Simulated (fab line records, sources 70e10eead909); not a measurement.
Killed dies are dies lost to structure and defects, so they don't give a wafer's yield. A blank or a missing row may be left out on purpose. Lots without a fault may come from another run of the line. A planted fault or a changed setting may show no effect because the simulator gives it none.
fab line records | flow nand_harc
record lots=24 wafers=72 last_day=34
route steps=1302 shown A_M0@1153 A_M1@1184 A_BONDPAD@1219
lots that met no fault: from a run of the same line without faults
start_h: hours from the record's first day to the start of the lot's first wafer shown | wait_h: hours since the lot's step before | " the same as in the row above | L1.1+2: a row that stands for several wafers | - no value, or no start given | * or withheld: withheld | < > ~ a bound
route shown NAME@n: a module of which the file shows steps, and the number in the route of the first | usual: mean/standard deviation of fault-free wafers | same: alike in all rows | chamber/n: place in a boat | sites: the reading at each site | _std_site: their standard deviation | _edge_site: outer sites' mean less inner sites' | radius_mm: how far each site lies from the wafer's centre | mask NAME#n: copy n | behind: the tool/chamber that last shaped the wafer | hold: why the lot was held/for how many hours/how that ended | device: the transistor (n, p or np) that didn't switch | end of line: the same wafers' tests at the end of the route | a step without rows: its recipe alone | killed: dies lost to structure and defects at the first sort, not the wafer's yield | map: a wafer's dies, x killed, . not, _ none there
set.NAME: the setting as run; set.NAME@STEP: as run at that earlier step | model.NAME: the simulator's own value behind a step, which no gauge read
steps of the route over a sample of lots; a table a step, a row a wafer
services: from which hour (start_h, from the record's first day; less than 0 if before it) a tool's chamber was out of use, for how many hours, and why
## steps
# step NHARC_A_M0_CD_MEAS_16
# usual cd_nm=79.9/0.64
# columns lot.wafer tool chamber start_h wait_h cd_nm
L075.1 cd_sem-01 - 531.76 - 80.1
L075.2 " - " " 79.7
L075.4 " - " " 79.6
L074.3 cd_sem-03 - 534.59 - 80.0
L074.4 " - " " 80.6
L074.6 " - " " 80.1
L076.1 cd_sem-03 - 544.54 - 79.8
L076.4 " - " " 79.9
L076.6 " - " " 79.2
L077.1 cd_sem-01 - 546.43 - 80.4
L077.3 " - " " 79.0
L077.5 " - " " 80.0
L079.1 cd_sem-02 - 561.99 - 80.3
L079.4 " - " " 80.0
L079.5 " - " " 80.1
L078.2 cd_sem-01 - 564.05 - 79.3
L078.3 " - " " 80.7
L078.4 " - " " 80.4
L080.3 cd_sem-01 - 585.36 - 80.1
L080.4 " - " " 79.5
L080.5 " - " " 79.9
L082.1 cd_sem-03 - 621.52 - 79.5
L082.2 " - " " 79.8
L082.6 " - " " 79.8
L081.2 cd_sem-01 - 626.37 - 79.7
L081.5 " - " " 80.5
L081.6 " - " " 79.7
L083.1 cd_sem-01 - 627.84 - 80.5
L083.2 " - " " 81.1
L083.6 " - " " 80.4
L084.1 cd_sem-02 - 633.42 - 79.1
L084.3 " - " " 78.6
L084.6 " - " " 80.2
L085.1 cd_sem-01 - 650.23 - 80.9
L085.2 " - " " 80.3
L085.5 " - " " 81.1
L086.2 cd_sem-01 - 652.06 - 79.1
L086.4 " - " " 78.9
L086.6 " - " " 80.1
L088.2 cd_sem-02 - 665.11 - 80.5
L088.4 " - " " 79.5
L088.5 " - " " 80.7
L089.2 cd_sem-03 - 667.08 - 80.2
L089.3 " - " " 79.9
L089.4 " - " " 79.5
L087.2 cd_sem-02 - 673.10 - 79.6
L087.3 " - " " 79.3
L087.5 " - " " 79.0
L090.2 cd_sem-01 - 701.94 - 80.9
L090.3 " - " " 80.7
L090.4 " - " " 80.3
L091.2 cd_sem-03 - 706.74 - 80.3
L091.4 " - " " 80.8
L091.5 " - " " 80.9
L092.1 cd_sem-01 - 711.50 - 80.0
L092.3 " - " " 79.5
L092.6 " - " " 78.9
L093.1 cd_sem-01 - 740.29 - 80.3
L093.4 " - " " 80.1
L093.6 " - " " 80.3
L094.1 cd_sem-03 - 741.28 - 80.2
L094.2 " - " " 79.0
L094.4 " - " " 79.8
L095.1 cd_sem-03 - 742.56 - 78.8
L095.3 " - " " 79.5
L095.5 " - " " 80.6
L096.2 cd_sem-02 - 762.49 - 79.1
L096.5 " - " " 78.6
L096.6 " - " " 79.3
L097.1 cd_sem-01 - 764.18 - 80.4
L097.4 " - " " 79.8
L097.5 " - " " 80.2
# step NHARC_A_M1_ETCH_15
# recipe target_depth_a=1825 time_s=91.2 c4f8_flow_sccm=withheld ar_flow_sccm=400 rf_w=600 bias_w=300 chemistry=C4F8/Ar
# usual bias_w=299.9/0.86 oes_product_au=0.949/0.022 rf_vpp_V=439.8/2.1
# columns lot.wafer tool chamber start_h wait_h bias_w oes_product_au rf_hours_counter_h rf_vpp_V
L075.1 rie_diel-10 3 - - 300.2 0.922 2.7 442.4
L075.4 " 1 " " 300.2 0.922 3.0 438.8
L075.2 " 2 " " 299.3 0.923 3.1 439.1
L074.4 rie_diel-03 2 - - 301.3 0.954 3.5 437.0
L074.3 " 3 " " 301.4 0.989 3.8 440.8
L074.6 " 3 " " 299.9 0.988 - 442.2
L076.4 rie_diel-10 2 - - 300.7 0.977 3.7 439.3
L076.1 " 1 " " 300.6 0.956 3.4 440.7
L076.6 " 2 " " 300.2 0.973 - 436.9
L077.3 rie_diel-10 3 - - 300.3 0.925 3.5 443.1
L077.1 " 0 " " 300.6 0.917 3.4 440.8
L077.5 " 2 " " 299.6 0.919 - 439.2
L079.1 rie_diel-03 0 - - 300.8 0.928 7.7 439.5
L079.4 " 2 " " 299.0 0.928 3.6 437.5
L079.5 " 1 " " 299.2 0.925 - 438.8
L078.3 rie_diel-10 3 - - 298.5 0.956 3.7 441.8
L078.4 " 1 " " 301.2 0.968 3.8 439.8
L078.2 " 2 " " 300.6 0.962 4.0 439.1
L080.4 rie_diel-12 2 - - 299.8 0.918 7.1 441.7
L080.3 " 3 " " 301.1 0.922 6.8 437.6
L080.5 " 2 " " 300.8 0.926 - 442.7
L082.2 rie_diel-03 2 - - 298.8 0.966 7.8 436.3
L082.1 " 3 " " 301.2 0.929 10.7 441.7
L082.6 " 1 " " 299.5 0.909 - 438.3
L081.2 rie_diel-10 0 - - 298.8 0.917 0.7 439.8
L081.6 " 1 " " 301.1 0.935 - 440.5
L081.5 " 2 " " 297.6 0.931 - 438.7
L083.1 rie_diel-12 0 - - 298.8 0.959 0.0 437.8
L083.2 " 2 " " 300.2 0.968 0.0 442.9
L083.6 " 0 " " 299.8 0.963 - 439.3
L084.1 rie_diel-10 0 - - 298.3 0.952 0.9 440.8
L084.3 " 2 " " 300.8 0.968 0.8 437.6
L084.6 " 1 " " 299.1 0.972 - 438.9
L085.1 rie_diel-12 0 - - 300.9 0.964 1.3 439.8
L085.2 " 1 " " 299.5 0.956 1.1 436.4
L085.5 " 0 " " 300.6 0.962 - 438.8
L086.4 rie_diel-10 3 - - 299.8 0.920 1.0 441.8
L086.2 " 2 " " 300.1 0.920 1.1 438.8
L086.6 " 0 " " 298.7 0.927 - 440.9
L088.4 rie_diel-10 3 - - 299.4 0.985 1.3 442.2
L088.2 " 1 " " 299.9 0.966 1.5 440.4
L088.5 " 3 " " 298.4 0.977 - 442.4
L089.2 rie_diel-10 0 - - 298.8 0.919 1.6 439.2
L089.3 " 1 " " 299.5 0.927 1.6 440.4
L089.4 " 2 " " 300.2 0.912 1.4 438.3
L087.2 rie_diel-12 2 - - 300.5 0.984 3.3 441.9
L087.3 " 3 " " 299.3 0.975 1.9 437.7
L087.5 " 3 " " 299.2 0.970 - 438.4
L090.4 rie_diel-03 1 - - 299.6 0.968 4.0 438.6
L090.2 " 2 " " 301.8 0.969 3.0 436.9
L090.3 " 3 " " 300.2 0.961 2.4 441.9
L091.4 rie_diel-12 2 - - 298.9 0.981 6.3 443.7
L091.2 " 3 " " 299.5 0.951 5.2 438.3
L091.5 " 0 " " 299.6 0.966 - 438.9
L092.1 rie_diel-03 0 - - 300.1 0.959 4.2 438.5
L092.3 " 2 " " 300.2 0.948 3.8 436.2
L092.6 " 0 " " 300.0 0.966 - 439.2
L093.1 rie_diel-12 2 - - 299.5 0.957 7.8 442.8
L093.4 " 0 " " 299.1 0.973 8.7 439.8
L093.6 " 3 " " 300.7 0.961 - 437.4
L094.4 rie_diel-12 0 - - 302.2 0.926 8.8 437.1
L094.2 " 2 " " 300.8 0.923 7.9 442.3
L094.1 " 3 " " 299.2 0.913 7.0 439.8
L095.1 rie_diel-10 1 - - 300.7 0.964 3.1 441.5
L095.3 " 0 " " 300.0 0.947 3.0 441.2
L095.5 " 0 " " 299.4 0.955 - 439.8
L096.2 rie_diel-10 1 - - 300.0 0.924 3.5 441.0
L096.5 " 2 " " 300.9 0.921 - 439.2
L096.6 " 3 " " 299.7 0.982 - 441.3
L097.1 rie_diel-10 0 - - 301.7 0.966 3.5 439.0
L097.4 " 1 " " 299.9 0.985 3.6 440.2
L097.5 " 0 " " 299.6 0.973 - 439.5
# step NHARC_A_M1_STRIP_18
# recipe power_w=1000 n2_flow_sccm=150 h2_flow_sccm=150 ar_flow_sccm=0 bias_w=0 chemistry=N2/H2
# usual drypump_motor_current_A=5.6/0.46 oes_product_au=0.998/0.0079 power_w=999.7/2.8 rf_vpp_V=90.2/0.95 showerhead_plenum_p_Torr=1.99/0.061 throttle_valve_pct=14.173/0.0093
# same bias_w=0
# columns lot.wafer tool chamber start_h wait_h drypump_motor_current_A oes_product_au power_w rf_hours_counter_h rf_vpp_V showerhead_plenum_p_Torr throttle_valve_pct
L075.2 rie_diel-03 0 535.89 0.1 5.3 0.997 996.1 4 89.4 1.99 14.170
L075.4 " 1 " " 6.0 1.006 1000.0 4 90.0 1.95 14.187
L075.1 " 2 " " 5.3 0.995 1002.1 3 89.2 1.90 14.167
L074.3 rie_diel-10 1 538.77 0.1 5.0 0.999 999.7 3 91.3 2.02 14.173
L074.4 " 2 " " 6.1 0.998 999.1 3 87.8 1.94 14.174
L074.6 " 3 " " 5.1 0.996 1000.7 - 91.4 2.09 14.186
L076.4 rie_diel-10 0 548.99 0.1 6.1 0.996 998.7 3 90.8 2.01 14.170
L076.1 " 2 " " 6.1 1.005 1000.7 4 89.9 1.94 14.181
L076.6 " 0 " " 6.1 0.988 1000.4 - 90.3 2.01 14.164
L077.3 rie_diel-12 0 551.62 0.1 6.5 0.987 996.8 5 90.1 1.97 14.176
L077.1 " 1 " " 5.5 1.007 995.8 5 89.4 1.89 14.166
L077.5 " 3 " " 5.8 0.994 999.6 - 90.9 1.96 14.176
L079.4 rie_diel-12 3 566.97 0.1 5.7 0.994 996.7 6 90.1 1.96 14.178
L079.1 " 0 " " 6.5 0.996 994.6 6 90.1 1.97 14.170
L079.5 " 3 " " 5.8 1.006 999.7 - 90.0 1.96 14.172
L078.4 rie_diel-12 2 568.06 0.1 5.7 0.998 995.0 6 91.7 2.09 14.176
L078.3 " 3 " " 5.8 1.003 996.9 6 89.6 1.96 14.170
L078.2 " 0 " " 6.5 0.997 1004.0 6 90.4 1.97 14.164
L080.4 rie_diel-10 1 589.68 0.1 5.0 1.015 999.6 5 90.2 2.01 14.172
L080.3 " 2 " " 6.1 0.999 994.5 5 89.7 1.94 14.169
L080.5 " 3 " " 5.1 1.001 1001.7 - 91.8 2.09 14.170
L082.1 rie_diel-10 3 626.03 0.1 5.1 1.000 1003.6 1 90.5 2.09 14.185
L082.2 " 2 " " 6.1 0.989 998.2 1 89.2 1.94 14.167
L082.6 " 0 " " 6.1 1.000 999.4 - 89.3 2.01 14.170
L081.2 rie_diel-03 2 630.57 0.1 5.3 0.989 1001.7 9 91.4 1.90 14.174
L081.5 " 2 " " 5.3 0.983 999.6 - 89.6 1.90 14.185
L081.6 " 3 " " 5.1 1.001 1001.9 - 91.1 2.05 14.151
L083.1 rie_diel-03 2 632.20 0.1 5.3 0.999 1001.5 9 90.3 1.90 14.181
L083.2 " 3 " " 5.1 0.999 994.5 11 90.7 2.05 14.168
L083.6 " 3 " " 5.1 1.005 997.7 - 90.8 2.05 14.171
L084.3 rie_diel-12 0 637.55 0.1 6.5 1.008 1000.4 0 89.9 1.97 14.175
L084.1 " 2 " " 5.7 1.016 1002.8 0 89.0 2.09 14.171
L084.6 " 2 " " 5.7 1.011 1003.4 - 91.9 2.09 14.176
L085.1 rie_diel-03 0 654.42 0.1 5.3 0.992 997.7 0 90.2 1.98 14.179
L085.2 " 3 " " 5.1 0.994 1003.0 0 90.7 2.05 14.187
L085.5 " 0 " " 5.3 0.987 999.5 - 90.1 1.98 14.185
L086.2 rie_diel-12 1 656.26 0.1 5.6 0.994 1000.3 1 90.7 1.89 14.192
L086.6 " 2 " " 5.7 1.006 993.4 - 91.1 2.09 14.169
L086.4 " 0 " " 6.5 0.992 998.1 - 89.7 1.97 14.158
L088.2 rie_diel-10 1 669.33 0.1 5.1 1.006 1003.1 2 89.2 2.01 14.179
L088.4 " 2 " " 6.1 0.993 999.5 1 89.2 1.94 14.167
L088.5 " 2 " " 6.1 0.995 1002.4 - 90.1 1.94 14.181
L089.4 rie_diel-03 1 671.22 0.1 6.0 0.999 998.8 1 90.5 1.95 14.181
L089.2 " 2 " " 5.3 0.989 998.1 1 91.7 1.90 14.168
L089.3 " 3 " " 5.1 0.994 1006.7 1 90.4 2.05 14.169
L087.3 rie_diel-03 1 677.27 0.1 6.0 1.001 995.4 1 89.2 1.95 14.169
L087.2 " 3 " " 5.1 1.000 1004.2 1 88.5 2.05 14.170
L087.5 " 1 " " 6.0 0.992 995.3 - 91.5 1.95 14.191
L090.4 rie_diel-10 1 705.93 0.1 5.1 1.014 1005.1 2 89.5 2.01 14.170
L090.2 " 2 " " 6.1 0.993 999.8 2 89.2 1.94 14.183
L090.3 " 3 " " 5.1 0.995 1001.9 2 90.6 2.09 14.175
L091.4 rie_diel-10 2 710.90 0.1 6.1 0.983 997.1 2 89.1 1.94 14.173
L091.2 " 3 " " 5.1 0.995 998.0 2 90.7 2.09 14.164
L091.5 " 2 " " 6.1 0.998 996.3 - 88.8 1.94 14.169
L092.3 rie_diel-10 2 715.67 0.1 6.1 0.996 1001.4 2 90.1 1.94 14.169
L092.1 " 0 " " 6.1 0.999 998.6 2 89.5 2.01 14.178
L092.6 " 0 " " 6.1 1.004 998.0 - 91.2 2.01 14.178
L093.1 rie_diel-03 3 744.31 0.1 5.1 1.003 997.4 5 91.7 2.05 14.193
L093.4 " 1 " " 6.0 1.004 998.1 7 90.6 1.95 14.191
L093.6 " 2 " " 5.3 0.992 998.6 - 89.6 1.90 14.155
L094.1 rie_diel-03 3 745.43 0.1 5.1 1.012 1000.2 5 90.9 2.05 14.166
L094.2 " 0 " " 5.3 0.991 1003.7 6 89.6 1.98 14.180
L094.4 " 1 " " 6.0 0.995 1000.7 7 89.9 1.95 14.179
L095.3 rie_diel-12 2 746.75 0.1 5.7 1.002 997.5 8 91.6 2.09 14.159
L095.1 " 3 " " 5.7 1.001 994.4 7 89.8 1.96 14.150
L095.5 " 2 " " 5.7 1.015 1003.4 - 91.1 2.09 14.166
L096.2 rie_diel-10 3 766.51 0.1 5.1 0.990 1005.7 3 90.3 2.09 14.171
L096.5 " 2 " " 6.1 0.996 996.7 - 90.3 1.94 14.171
L096.6 " 3 " " 5.1 0.995 1004.4 - 90.7 2.09 14.165
L097.4 rie_diel-12 1 768.36 0.1 5.6 0.997 998.4 10 88.8 1.89 14.169
L097.1 " 2 " " 5.7 1.006 999.9 10 89.7 2.09 14.176
L097.5 " 3 " " 5.7 1.001 997.8 - 89.9 1.96 14.163
# step NHARC_A_M1_PVD_21
# recipe target_thk_a=300 chamber_pressure_pa=5 power_w=5000 substrate_temp_c=30 time_s=20.49 material=Cu
# usual chamber_pressure_pa=4.999/0.011 throttle_valve_pct=30.3/1.3
# columns lot.wafer tool chamber start_h wait_h chamber_pressure_pa throttle_valve_pct
L075.4 pvd_sputter-01 - - - 5.001 30.1
L075.1 " - " " 4.991 32.2
L075.2 " - " " 4.999 32.0
L074.3 pvd_sputter-02 - - - 4.977 30.5
L074.4 " - " " 5.002 30.1
L074.6 " - " " 5.006 30.1
L076.1 pvd_sputter-02 - - - 4.991 30.5
L076.4 " - " " 5.008 31.6
L076.6 " - " " 5.003 30.5
L077.1 pvd_sputter-02 - - - 5.013 30.6
L077.3 " - " " 5.008 30.2
L077.5 " - " " 5.012 30.5
L079.4 pvd_sputter-01 - - - 4.995 32.0
L079.1 " - " " 5.013 32.1
L079.5 " - " " 5.006 32.3
L078.3 pvd_sputter-03 - - - 4.994 31.5
L078.4 " - " " 5.005 30.8
L078.2 " - " " 5.019 28.3
L080.4 pvd_sputter-02 - - - 4.997 30.7
L080.3 " - " " 5.008 30.1
L080.5 " - " " 4.994 31.6
L082.1 pvd_sputter-01 - - - 4.999 28.5
L082.2 " - " " 5.026 31.6
L082.6 " - " " 4.979 28.2
L081.2 pvd_sputter-02 - - - 4.989 30.6
L081.6 " - " " 4.977 31.6
L081.5 " - " " 4.986 30.7
L083.1 pvd_sputter-01 - - - 4.998 31.4
L083.2 " - " " 4.987 28.3
L083.6 " - " " 5.003 28.5
L084.3 pvd_sputter-03 - - - 4.993 31.1
L084.1 " - " " 4.986 28.7
L084.6 " - " " 5.001 31.8
L085.1 pvd_sputter-03 - - - 5.001 31.7
L085.2 " - " " 5.002 31.0
L085.5 " - " " 5.002 31.6
L086.4 pvd_sputter-03 - - - 4.988 31.2
L086.2 " - " " 5.007 29.0
L086.6 " - " " 4.993 31.5
L088.4 pvd_sputter-01 - - - 5.011 28.2
L088.2 " - " " 4.999 28.5
L088.5 " - " " 4.994 28.0
L089.2 pvd_sputter-03 - - - 5.011 31.2
L089.3 " - " " 5.017 28.6
L089.4 " - " " 4.992 29.1
L087.3 pvd_sputter-01 - - - 4.992 31.7
L087.2 " - " " 4.993 28.3
L087.5 " - " " 5.003 28.8
L090.3 pvd_sputter-02 - - - 5.006 31.8
L090.2 " - " " 5.003 29.7
L090.4 " - " " 4.992 29.5
L091.2 pvd_sputter-03 - - - 4.999 31.6
L091.4 " - " " 5.001 30.8
L091.5 " - " " 4.990 28.7
L092.3 pvd_sputter-01 - - - 4.987 28.1
L092.1 " - " " 5.001 31.6
L092.6 " - " " 4.979 28.6
L093.1 pvd_sputter-03 - - - 4.982 30.3
L093.4 " - " " 4.994 29.5
L093.6 " - " " 4.988 30.4
L094.2 pvd_sputter-02 - - - 5.003 31.7
L094.1 " - " " 5.008 29.7
L094.4 " - " " 5.014 29.2
L095.1 pvd_sputter-03 - - - 5.012 29.0
L095.3 " - " " 5.009 28.7
L095.5 " - " " 5.009 29.0
L096.2 pvd_sputter-03 - - - 4.996 30.9
L096.6 " - " " 5.012 31.0
L096.5 " - " " 4.989 30.5
L097.4 pvd_sputter-03 - - - 4.997 29.4
L097.1 " - " " 4.999 28.6
L097.5 " - " " 5.000 29.2
# step NHARC_A_BONDPAD_ETCH_34
# recipe target_depth_a=600 overetch_a=180 time_s=65.91 ion_energy_ev=200 n2_flow_sccm=150 h2_flow_sccm=150 ar_flow_sccm=0 rf_w=400 bias_w=150 chemistry=N2/H2
# usual bias_w=150.1/0.48 drypump_motor_current_A=6.1/0.49 oes_product_au=0.999/0.0077 rf_vpp_V=429.3/2.5 showerhead_plenum_p_Torr=2.00/0.081 throttle_valve_pct=14.171/0.01
# columns lot.wafer tool chamber start_h wait_h bias_w drypump_motor_current_A oes_product_au rf_hours_counter_h rf_vpp_V showerhead_plenum_p_Torr throttle_valve_pct
L075.1 rie_diel-09 0 540.70 0.1 150.4 5.6 1.005 5 426.4 1.94 14.184
L075.2 " 1 " " 149.8 6.5 1.007 7 429.8 1.98 14.185
L075.4 " 3 " " 149.8 5.9 0.998 6 434.6 2.16 14.162
L074.4 rie_diel-06 2 543.49 0.1 150.4 6.5 0.998 2 427.1 1.90 14.181
L074.3 " 0 " " 149.5 5.4 0.993 2 426.9 1.97 14.169
L074.6 " 2 " " 150.2 6.5 1.008 - 426.1 1.90 14.171
L076.4 rie_diel-06 0 553.71 0.1 149.5 5.4 0.995 2 429.2 1.97 14.172
L076.1 " 3 " " 149.0 6.6 1.013 2 430.6 2.08 14.159
L076.6 " 1 " " 149.9 6.6 1.000 - 428.8 1.99 14.194
L077.3 rie_diel-09 2 556.04 0.1 150.3 5.8 1.000 10 426.3 1.91 14.177
L077.1 " 3 " " 150.8 5.9 1.002 8 434.4 2.16 14.145
L077.5 " 1 " " 149.0 6.5 1.004 - 427.2 1.98 14.164
L079.1 rie_diel-06 1 571.41 0.1 149.4 6.6 1.002 3 427.8 1.99 14.175
L079.4 " 0 " " 150.2 5.4 0.989 3 427.0 1.97 14.163
L079.5 " 2 " " 150.3 6.5 0.991 - 427.8 1.90 14.186
L078.2 rie_diel-06 0 572.38 0.1 148.7 5.4 0.981 3 426.6 1.97 14.172
L078.4 " 1 " " 150.0 6.6 1.004 3 430.8 1.99 14.166
L078.3 " 3 " " 150.7 6.6 1.004 2 433.2 2.08 14.179
L080.3 rie_diel-09 3 594.19 0.1 150.2 5.9 1.006 13 432.9 2.15 14.175
L080.4 " 0 " " 150.8 5.6 0.999 13 426.7 1.94 14.167
L080.5 " 3 " " 150.2 5.9 1.005 - 433.6 2.15 14.163
L082.2 rie_diel-07 2 630.74 0.1 149.8 6.5 0.999 47 430.9 2.03 14.169
L082.1 " 0 " " 150.5 6.1 0.994 43 431.1 2.05 14.159
L082.6 " 2 " " 150.2 6.5 0.996 - 428.7 2.03 14.168
L081.2 rie_diel-06 3 635.04 0.1 149.2 6.6 1.013 4 432.1 2.08 14.171
L081.5 " 2 " " 149.3 6.5 1.004 - 425.9 1.90 14.155
L081.6 " 3 " " 149.4 6.6 1.007 - 430.5 2.08 14.147
L083.1 rie_diel-06 1 636.51 0.1 150.2 6.6 0.988 5 429.2 1.98 14.160
L083.2 " 2 " " 150.1 6.5 1.003 4 426.3 1.90 14.159
L083.6 " 0 " " 150.6 5.4 0.996 - 427.8 1.97 14.162
L084.3 rie_diel-06 0 642.27 0.1 150.6 5.4 0.993 5 427.4 1.96 14.173
L084.1 " 1 " " 149.0 6.6 1.004 5 429.7 1.98 14.161
L084.6 " 2 " " 149.1 6.5 0.998 - 424.9 1.90 14.161
L085.1 rie_diel-06 0 658.85 0.1 150.7 5.4 0.987 5 427.4 1.97 14.177
L085.2 " 1 " " 150.9 6.6 0.996 5 429.2 1.98 14.154
L085.5 " 0 " " 150.2 5.4 0.992 - 428.0 1.96 14.177
L086.4 rie_diel-06 3 660.72 0.1 149.7 6.6 1.008 5 432.1 2.08 14.177
L086.2 " 0 " " 151.1 5.4 0.989 5 428.5 1.97 14.183
L086.6 " 2 " " 149.9 6.5 0.988 - 426.9 1.90 14.171
L088.2 rie_diel-06 3 673.78 0.1 150.6 6.6 1.010 0 431.1 2.08 14.158
L088.4 " 2 " " 149.5 6.5 1.003 - 427.0 1.90 14.164
L088.5 " 3 " " 150.3 6.6 1.001 - 431.2 2.08 14.177
L089.3 rie_diel-07 0 675.84 0.1 150.0 6.1 0.983 4 431.6 2.05 14.159
L089.2 " 2 " " 150.2 6.5 0.997 5 430.4 2.02 14.174
L089.4 " 3 " " 150.2 5.2 0.993 3 428.5 1.95 14.175
L087.3 rie_diel-07 3 681.87 0.2 150.6 5.1 0.989 5 428.0 1.95 14.169
L087.2 " 0 " " 150.1 6.1 1.003 6 430.6 2.05 14.174
L087.5 " 2 " " 150.9 6.5 0.991 - 428.5 2.02 14.190
L090.2 rie_diel-07 0 710.36 0.1 149.8 6.1 1.008 16 429.9 2.05 14.185
L090.3 " 3 " " 149.5 5.1 0.995 12 428.0 1.94 14.183
L090.4 " 0 " " 150.7 6.0 1.002 - 432.0 2.05 14.171
L091.2 rie_diel-09 1 715.36 0.1 150.1 6.5 1.015 5 428.3 1.97 14.168
L091.4 " 2 " " 149.4 5.9 1.001 4 427.2 1.91 14.187
L091.5 " 3 " " 150.2 5.9 1.005 - 432.2 2.15 14.169
L092.1 rie_diel-09 0 720.91 0.1 150.4 5.5 0.999 6 426.5 1.93 14.180
L092.3 " 1 " " 151.3 6.4 1.006 5 430.0 1.97 14.163
L092.6 " 1 " " 151.2 6.5 1.004 - 429.7 1.97 14.176
L093.4 rie_diel-09 3 748.69 0.1 149.8 5.9 0.994 10 432.8 2.15 14.166
L093.1 " 1 " " 150.1 6.4 1.003 10 429.1 1.97 14.165
L093.6 " 2 " " 149.8 5.9 0.992 - 426.1 1.90 14.157
L094.2 rie_diel-09 3 749.89 0.1 149.8 5.9 1.006 10 433.3 2.15 14.151
L094.4 " 0 " " 150.1 5.6 1.000 11 428.3 1.93 14.170
L094.1 " 2 " " 150.0 5.9 1.006 10 426.1 1.90 14.190
L095.3 rie_diel-06 0 751.13 0.1 149.9 5.4 0.985 1 427.5 1.96 14.159
L095.1 " 1 " " 149.8 6.6 0.992 2 429.3 1.98 14.182
L095.5 " 0 " " 149.9 5.4 0.997 - 428.5 1.96 14.174
L096.2 rie_diel-09 0 770.92 0.1 150.3 5.6 1.003 15 427.7 1.93 14.162
L096.5 " 2 " " 150.2 5.8 1.007 - 428.6 1.90 14.166
L096.6 " 3 " " 150.0 5.9 1.003 - 432.8 2.14 14.177
L097.4 rie_diel-06 0 772.70 0.1 150.4 5.4 0.999 2 427.6 1.96 14.180
L097.1 " 3 " " 150.1 6.6 1.011 2 431.4 2.08 14.176
L097.5 " 0 " " 150.2 5.4 0.996 - 429.6 1.96 14.161
# step NHARC_A_BONDPAD_PRE_CLEAN_26
# recipe time_s=30 temp_c=280 gas=H2/He
# usual heater_power_w=406/37
# columns lot.wafer tool chamber start_h wait_h heater_power_w
L075.2 pvd_sputter-02 - - - 419
L075.1 " - " " 411
L075.4 " - " " 377
L074.3 pvd_sputter-01 - - - 409
L074.4 " - " " 392
L074.6 " - " " 439
L076.4 pvd_sputter-03 - - - 386
L076.1 " - " " 324
L076.6 " - " " 394
L077.3 pvd_sputter-01 - - - 402
L077.1 " - " " 407
L077.5 " - " " 393
L079.4 pvd_sputter-01 - - - 349
L079.1 " - " " 411
L079.5 " - " " 398
L078.2 pvd_sputter-01 - - - 359
L078.4 " - " " 405
L078.3 " - " " 430
L080.4 pvd_sputter-02 - - - 481
L080.3 " - " " 383
L080.5 " - " " 401
L082.2 pvd_sputter-03 - - - 424
L082.1 " - " " 309
L082.6 " - " " 382
L081.2 pvd_sputter-02 - - - 480
L081.5 " - " " 424
L081.6 " - " " 405
L083.1 pvd_sputter-03 - - - 428
L083.2 " - " " 431
L083.6 " - " " 400
L084.1 pvd_sputter-02 - - - 424
L084.3 " - " " 477
L084.6 " - " " 426
L085.1 pvd_sputter-03 - - - 383
L085.2 " - " " 316
L085.5 " - " " 432
L086.4 pvd_sputter-01 - - - 403
L086.2 " - " " 414
L086.6 " - " " 397
L088.4 pvd_sputter-01 - - - 406
L088.2 " - " " 377
L088.5 " - " " 418
L089.3 pvd_sputter-03 - - - 388
L089.2 " - " " 431
L089.4 " - " " 323
L087.2 pvd_sputter-02 - - - 470
L087.3 " - " " 462
L087.5 " - " " 393
L090.2 pvd_sputter-01 - - - 362
L090.4 " - " " 406
L090.3 " - " " 412
L091.2 pvd_sputter-02 - - - 387
L091.4 " - " " 455
L091.5 " - " " 479
L092.1 pvd_sputter-02 - - - 414
L092.3 " - " " 475
L092.6 " - " " 479
L093.4 pvd_sputter-01 - - - 370
L093.1 " - " " 413
L093.6 " - " " 422
L094.1 pvd_sputter-02 - - - 388
L094.2 " - " " 454
L094.4 " - " " 432
L095.3 pvd_sputter-03 - - - 398
L095.1 " - " " 432
L095.5 " - " " 450
L096.2 pvd_sputter-01 - - - 358
L096.6 " - " " 389
L096.5 " - " " 349
L097.1 pvd_sputter-03 - - - 436
L097.4 " - " " 442
L097.5 " - " " 335
## services
# columns tool chamber start_h hours kind
pvd_sputter-03 - 536.44 10.0 pm
rie_diel-03 2 539.89 20.4 repair
pvd_sputter-02 - 550.37 0.5 repair
pvd_sputter-02 - 578.12 2.2 repair
pvd_sputter-01 - 582.02 10.0 pm
rie_diel-06 3 588.52 6.1 repair
rie_diel-10 - 596.50 9.0 pm
rie_diel-03 1 600.10 3.8 repair
rie_diel-12 - 622.40 9.0 pm
rie_diel-06 - 628.86 0.4 repair
rie_diel-03 - 635.30 9.0 pm
rie_diel-12 3 651.60 14.3 repair
rie_diel-06 - 661.20 9.0 pm
pvd_sputter-02 - 665.24 10.0 pm
rie_diel-12 - 665.74 0.3 repair
rie_diel-06 - 674.68 31.4 repair
rie_diel-10 3 714.01 11.1 repair
pvd_sputter-03 - 714.44 10.0 pm
rie_diel-10 0 719.73 1.7 repair
rie_diel-06 0 723.05 5.7 repair
pvd_sputter-03 - 730.38 3.8 repair
rie_diel-10 2 744.49 2.6 repair
pvd_sputter-01 - 760.02 10.0 pm
rie_diel-10 - 773.50 9.0 pm
## key
fault none
